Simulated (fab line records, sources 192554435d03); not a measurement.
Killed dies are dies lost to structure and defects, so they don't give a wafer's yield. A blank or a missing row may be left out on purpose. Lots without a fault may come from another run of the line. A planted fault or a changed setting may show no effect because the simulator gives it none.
Chamber matching | flow n5_finfet | N5_DUMMY_GATE_ETCH_42 on rie_diel-02: 4 sister chambers
The step etches SiO2 in CHF3/O2, target depth 3.5 nm, time 31 s. 4 wafers are shown with their chamber, then 7 later ones without.

WAFERS WITH THEIR CHAMBER
wafer  | chamber | showerhead_plenum_p_Torr (Torr)
L080.2 | 0       | 2.29
L087.2 | 2       | 2.25
L089.1 | 3       | 2.30
L089.3 | 1       | 2.52

WAFERS WITHOUT THEIR CHAMBER
wafer  | showerhead_plenum_p_Torr (Torr)
L089.6 | 2.30
L094.2 | 2.25
L094.5 | 2.30
L094.6 | 2.25
L097.1 | 2.24
L097.3 | 2.51
L097.5 | 2.24

WHICH CHAMBER EACH WENT THROUGH
wafer  | from the rows above     | in truth
L089.6 | can't be placed: 3 or 0 | 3
L094.2 | 2                       | 2
L094.5 | can't be placed: 3 or 0 | 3
L094.6 | 2                       | 2
L097.1 | 2                       | 2
L097.3 | 1                       | 1
L097.5 | 2                       | 2
Placed correctly: 5 of 7. Can't be placed from these rows: 2 (the true chamber is among the candidates in 2). Placed wrongly: 0.
How it was worked out, from the rows above alone: a wafer's distance from a chamber is the root of the sum, over the readings, of the square of ((its reading less the chamber's mean) divided by the reading's scatter). The wafer belongs to the nearest chamber; if the next one is less than 2 further off, it can't be placed. A chamber's mean is the mean of its shown wafers. The scatter: with one shown wafer a chamber, the root of the mean of the squares of how far each hidden wafer lies from its nearest shown one.
